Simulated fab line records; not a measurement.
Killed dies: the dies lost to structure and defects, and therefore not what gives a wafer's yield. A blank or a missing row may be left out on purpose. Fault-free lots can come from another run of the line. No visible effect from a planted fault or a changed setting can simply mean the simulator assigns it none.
fab line records ; flow nand-harc
[record] lots = 6; wafers = 18; last-day = 24
route steps=1159 shown P_GATE@215 P_CONTACT@217 END@1159
lots with no fault: from the same line, run without faults
start-h: hours from the record's opening day to when the first of the lot's shown wafers began ; wait-h: hours since the lot's step before ; " repeats the value in the row above ; L1.1+2: several wafers, shown together as one row ; - either no value or no given start ; * or withheld: withheld ; < > ~ a bound
route shown NAME@n: NAME is a module with steps in the file, n the number in the route of the first one ; usual: mean/standard deviation of fault-free wafers ; same: alike in all rows ; chamber/n: place in a boat ; sites: per-site readings ; _std_site: their standard deviation ; _edge_site: inner sites' mean taken away from outer sites' mean ; radius-mm: how far each site lies from the wafer's centre ; mask NAME#n: copy n ; behind: tool/chamber where the wafer was last shaped ; hold: why the lot went on hold/how many hours it stayed there/how the hold came to an end ; device: transistor that didn't switch, given as n, p or np ; end of line: at the end of the route, the tests of the same wafers ; a step given without rows: its recipe and nothing more ; killed: dies that structure and defects cost at the first sort, which is not the same as the wafer's yield ; map: a wafer's dies, marking killed ones x, the rest . and places with no die _
set.NAME: the setting as run; set.NAME@STEP: as run at that earlier step ; model.NAME: the simulator's own value behind a step, which no gauge read
lots at some steps of the route; a table a step, a row a wafer
services: the hour from which a tool's chamber was out of use, counted from the record's first day as start-h (under 0 if before that day), plus the number of hours and why
[[steps]]
[step NHARC_P_GATE_RTA_82]
[recipe] temp-c = 450; time-s = 30
[usual] lamp-power-pct = 4.5/0.43; wafer_temp_C_max = 452.8/1.2
lot.wafer;tool;chamber;start-h;wait-h;lamp-power-pct;wafer_temp_C_max
L558.3;rtp-anneal-02;0;141.77;-;4.7;453.9
L558.5;rtp-anneal-02;0;141.77;-;4.7;454.1
L558.6;rtp-anneal-02;0;141.77;-;4.7;452.8
L562.1;rtp-anneal-02;0;168.44;-;4.7;453.5
L562.3;rtp-anneal-02;0;168.44;-;4.7;452.9
L562.5;rtp-anneal-02;0;168.44;-;4.7;453.7
L568.2;rtp-anneal-02;0;207.17;-;4.7;453.4
L568.5;rtp-anneal-02;0;207.17;-;4.7;454.0
L568.6;rtp-anneal-02;0;207.17;-;4.7;453.3
L569.3;rtp-anneal-02;0;217.45;-;4.7;453.1
L569.4;rtp-anneal-02;0;217.45;-;4.7;453.1
L569.6;rtp-anneal-02;0;217.45;-;4.7;453.8
L572.1;rtp-anneal-01;0;235.41;-;3.8;451.1
L572.2;rtp-anneal-01;0;235.41;-;3.8;451.2
L572.5;rtp-anneal-01;0;235.41;-;3.8;451.2
L573.3;rtp-anneal-02;0;239.14;-;4.7;453.5
L573.4;rtp-anneal-02;0;239.14;-;4.7;453.0
L573.5;rtp-anneal-02;0;239.14;-;4.7;454.3
[step NHARC_P_GATE_INSPECT_68]
[usual] raw-defect-count = 221/82
lot.wafer;tool;chamber;start-h;wait-h;raw-defect-count
L558.3;defect-inspect-01;-;141.91;0.1;181
L558.5;defect-inspect-01;-;141.91;0.1;220
L558.6;defect-inspect-01;-;141.91;0.1;124
L562.1;defect-inspect-02;-;168.64;0.2;184
L562.3;defect-inspect-02;-;168.64;0.2;323
L562.5;defect-inspect-02;-;168.64;0.2;264
L568.2;defect-inspect-01;-;207.34;0.1;279
L568.5;defect-inspect-01;-;207.34;0.1;343
L568.6;defect-inspect-01;-;207.34;0.1;319
L569.3;defect-inspect-01;-;217.59;0.1;356
L569.4;defect-inspect-01;-;217.59;0.1;230
L569.6;defect-inspect-01;-;217.59;0.1;290
L572.1;defect-inspect-01;-;235.60;0.2;179
L572.2;defect-inspect-01;-;235.60;0.2;299
L572.5;defect-inspect-01;-;235.60;0.2;212
L573.3;defect-inspect-02;-;239.29;0.1;282
L573.4;defect-inspect-02;-;239.29;0.1;241
L573.5;defect-inspect-02;-;239.29;0.1;269
[step NHARC_P_CONTACT_DEP_30]
[recipe] target-thk-a = 300; temp-c = 400; target-thk-nm = 30; flow-sccm = 200; rf-w = 450; material = SiNx
[usual] heater-power-w = 725/67; rf-fwd-power-W = 448.7/1.5
lot.wafer;tool;chamber;start-h;wait-h;heater-power-w;rf-fwd-power-W;since-wet-clean-h
L558.3;pecvd-01;0;142.01;0.1;598;449.2;73
L558.5;pecvd-01;0;142.01;0.1;614;448.9;-
L558.6;pecvd-01;1;142.01;0.1;746;447.9;-
L562.1;pecvd-04;0;168.71;0.1;851;447.0;140
L562.3;pecvd-04;2;168.71;0.1;641;446.5;140
L562.5;pecvd-04;0;168.71;0.1;854;450.1;-
L568.2;pecvd-03;2;207.45;0.1;862;448.8;83
L568.6;pecvd-03;1;207.45;0.1;722;449.3;-
L568.5;pecvd-03;2;207.45;0.1;854;449.6;-
L569.3;pecvd-04;0;217.70;0.1;780;448.5;8
L569.6;pecvd-04;0;217.70;0.1;798;448.3;-
L569.4;pecvd-04;1;217.70;0.1;750;449.8;-
L572.1;pecvd-01;2;235.68;0.1;713;448.6;167
L572.2;pecvd-01;1;235.68;0.1;746;449.5;167
L572.5;pecvd-01;2;235.68;0.1;715;449.6;-
L573.3;pecvd-03;1;239.57;0.3;727;450.8;115
L573.5;pecvd-03;2;239.57;0.3;728;449.0;-
L573.4;pecvd-03;1;239.57;0.3;731;451.3;-
[step NHARC_P_CONTACT_DEP_00]
[recipe] target-thk-a = 5000; temp-c = 400; pressure-torr = 6.5; rf-w = 900; teos-flow-sccm = 161.4; flow-sccm = 2650; target-thk-nm = 500; gas = O2; material = SiO2
[usual] heater-power-w = 562/74; rf-fwd-power-W = 898.5/2.4; throttle-valve-pct = 16.2/0.39
lot.wafer;tool;chamber;start-h;wait-h;heater-power-w;rf-fwd-power-W;since-wet-clean-h;throttle-valve-pct
L558.3;pecvd-01;0;-;-;457;898.7;73;15.8
L558.5;pecvd-01;0;-;-;486;899.7;-;15.7
L558.6;pecvd-01;1;-;-;545;898.9;-;16.6
L562.1;pecvd-04;0;-;-;711;896.7;140;16.0
L562.3;pecvd-04;2;-;-;522;899.2;141;16.5
L562.5;pecvd-04;0;-;-;546;897.8;-;16.0
L568.2;pecvd-03;2;-;-;578;897.8;84;15.6
L568.6;pecvd-03;1;-;-;435;897.0;-;15.4
L568.5;pecvd-03;2;-;-;623;898.5;-;15.9
L569.3;pecvd-04;0;-;-;657;896.4;8;16.1
L569.6;pecvd-04;0;-;-;505;900.2;-;16.6
L569.4;pecvd-04;1;-;-;607;898.5;-;16.1
L572.1;pecvd-01;2;-;-;636;900.6;167;16.6
L572.2;pecvd-01;1;-;-;529;898.3;167;16.8
L572.5;pecvd-01;2;-;-;474;899.3;-;16.6
L573.3;pecvd-03;1;-;-;477;897.8;116;15.5
L573.5;pecvd-03;2;-;-;737;899.2;-;16.0
L573.4;pecvd-03;1;-;-;503;896.5;-;15.5
[step NHARC_P_CONTACT_CMP_01]
[recipe] target-thk-nm = 200; material = SiO2
[usual] edge-zone-pressure-frac = 1.000/0.0054; motor-current-A = 12.3/1.5
lot.wafer;tool;chamber;start-h;wait-h;edge-zone-pressure-frac;motor-current-A
L558.3;cmp-02;2;142.79;-;1.005;10.9
L558.6;cmp-02;3;142.79;-;1.004;12.6
L558.5;cmp-02;0;142.79;-;1.008;13.5
L562.1;cmp-01;1;169.44;-;1.007;11.6
L562.3;cmp-01;3;169.44;-;0.995;11.1
L562.5;cmp-01;0;169.44;-;0.998;15.0
L568.2;cmp-02;1;208.17;-;1.002;10.3
L568.6;cmp-02;3;208.17;-;0.995;12.4
L568.5;cmp-02;0;208.17;-;0.993;12.8
L569.4;cmp-03;0;218.38;-;0.994;12.3
L569.3;cmp-03;1;218.38;-;0.999;14.6
L569.6;cmp-03;0;218.38;-;1.001;12.2
L572.2;cmp-01;0;236.40;-;1.000;14.5
L572.1;cmp-01;1;236.40;-;0.996;12.9
L572.5;cmp-01;0;236.40;-;1.002;13.9
L573.3;cmp-03;2;240.20;-;0.999;12.9
L573.4;cmp-03;1;240.20;-;1.013;14.8
L573.5;cmp-03;3;240.20;-;0.993;9.6
[step NHARC_P_CONTACT_SRD_03]
[step NHARC_P_CONTACT_DEHYDRATE_04]
[recipe] temp-c = 150; time-s = 120
[step NHARC_P_CONTACT_HMDS_05]
[recipe] time-s = 30
[step NHARC_P_CONTACT_COAT_33]
[recipe] temp-c = 260; time-s = 75
[step NHARC_P_CONTACT_COAT_34]
[recipe] temp-c = 225; time-s = 65
[step NHARC_P_CONTACT_COAT_06]
[recipe] spin-rpm = 1500; resist-thk-nm = 90
[step NHARC_P_CONTACT_SOFTBAKE_07]
[recipe] temp-c = 105; time-s = 55
[usual] heater-power-total-W = 188.45/0.13
lot.wafer;tool;chamber;start-h;wait-h;heater-power-total-W
L558.3;litho-track-01;0;143;-;188.31
L558.5;litho-track-01;0;143;-;188.43
L558.6;litho-track-01;0;143;-;188.46
L562.1;litho-track-06;0;169;-;188.60
L562.3;litho-track-06;0;169;-;188.71
L562.5;litho-track-06;0;169;-;188.39
L568.2;litho-track-06;0;208;-;202.24
L568.5;litho-track-06;0;208;-;202.23
L568.6;litho-track-06;0;208;-;202.22
L569.3;litho-track-06;0;218;-;202.63
L569.4;litho-track-06;0;218;-;202.19
L569.6;litho-track-06;0;218;-;202.19
L572.1;litho-track-04;0;236;-;188.55
L572.2;litho-track-04;0;236;-;188.44
L572.5;litho-track-04;0;236;-;188.47
L573.3;litho-track-01;0;240;-;188.48
L573.4;litho-track-01;0;240;-;188.28
L573.5;litho-track-01;0;240;-;188.36
[step NHARC_P_CONTACT_EBR_08]
[step NHARC_END_SORT_01]
[recipe] temp-c = 25
[usual] killed-at-array = 28/10; killed-at-other = 0.5/0.82; killed-at-periphery = 3.4/2.2; killed-dies = 31/10; killed-open = 3.4/1.9; killed-short = 1.9/1.3
[same] gross-dies = 677
lot.wafer;tool;chamber;start-h;wait-h;killed-at-array;killed-at-other;killed-at-periphery;killed-dies;killed-open;killed-short
L558.3;prober-02;0;488.28;3.1;26;0;1;27;6;3
L558.5;prober-02;0;489.90;3.7;19;3;5;27;5;1
L558.6;prober-02;0;490.71;4.1;27;2;6;35;5;1
// killed by level:class
L558.3 A_CHANNEL_HOLE_D1:chamber-film-flake=15 A_CHANNEL_FILL_D1:chamber-film-flake=3 A_CHANNEL_FILL_D1:geometric-particle:short=2 A_SGD_CUT:geometric-particle:open=2 P_CONTACT:geometric-particle:open=1 A_ONON_D1:geometric-particle:open=1 A_CHANNEL_HOLE_D1:geometric-particle:open=1 A_M0:geometric-particle:open=1
L558.5 A_CHANNEL_HOLE_D1:chamber-film-flake=10 A_CONTACT:chamber-film-flake=3 THIN_TSV:chamber-film-flake=3 P_CONTACT:geometric-particle:open=2 P_ZERO_WELL:chamber-film-flake=2 A_CHANNEL_FILL_D1:geometric-particle:short=1 A_WL_FILL:geometric-particle:open=1 A_BLC:geometric-particle:open=1
L558.6 A_CHANNEL_HOLE_D1:chamber-film-flake=16 A_CHANNEL_FILL_D1:chamber-film-flake=3 A_CONTACT:chamber-film-flake=3 P_CONTACT:chamber-film-flake=2 A_STAIRCASE:chamber-film-flake=2 THIN_TSV:chamber-film-flake=2 P_M0:geometric-particle:short=1 P_M0:geometric-particle:open=1
[[services]]
tool;chamber;start-h;hours;kind
pecvd-04;2;120.73;1.9;repair
cmp-02;-;124.01;1.4;repair
pecvd-03;0;124.16;-;clean
pecvd-03;1;124.16;-;clean
pecvd-03;2;124.16;-;clean
cmp-01;-;129.60;12.6;repair
cmp-02;-;134.73;4.0;pm
litho-track-04;-;141.00;7.0;pm
cmp-03;-;156.43;4.0;pm
cmp-03;-;162.41;1.1;repair
cmp-01;-;183.30;4.0;pm
pecvd-04;-;196.58;13.0;pm
pecvd-04;0;196.58;13.0;vent-cycle
pecvd-04;1;196.58;13.0;vent-cycle
pecvd-04;2;196.58;13.0;vent-cycle
cmp-01;-;199.74;0.4;repair
cmp-03;-;209.43;0.3;repair
pecvd-04;0;209.58;-;clean
pecvd-04;1;209.58;-;clean
pecvd-04;2;209.58;-;clean
cmp-02;-;227.41;0.3;repair
cmp-02;-;232.73;4.0;pm
pecvd-01;-;237.19;13.0;pm
pecvd-01;0;237.19;13.0;vent-cycle
[[key]]
[first-sign] step = NHARC_P_CONTACT_SOFTBAKE_07; reading = heater-power-total-W; direction = up; sigmas = 99+; usual = *; struck = *
effect none on later readings
met-at NHARC_P_CONTACT_SOFTBAKE_07
struck-wafers L568.2,L568.5,L568.6,L569.3,L569.4,L569.6
tester-left-out L568,L569
onset-between 169 208
[fault] kind = process-parameter-drift; tool = litho-track-06; chamber = -; onset-h = 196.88; steps = NHARC_P_CONTACT_SOFTBAKE_07; channel = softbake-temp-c; offset = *; shape = step; end-h = 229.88; acts-in = *; stated = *
// tester-left-out: of these lots the tester's yield and bins aren't shown, on N5 and GAA mostly nor the transistor test; their killed dies are dies lost to structure and defects alone, not to doping, threshold or leakage, so they don't give the yield
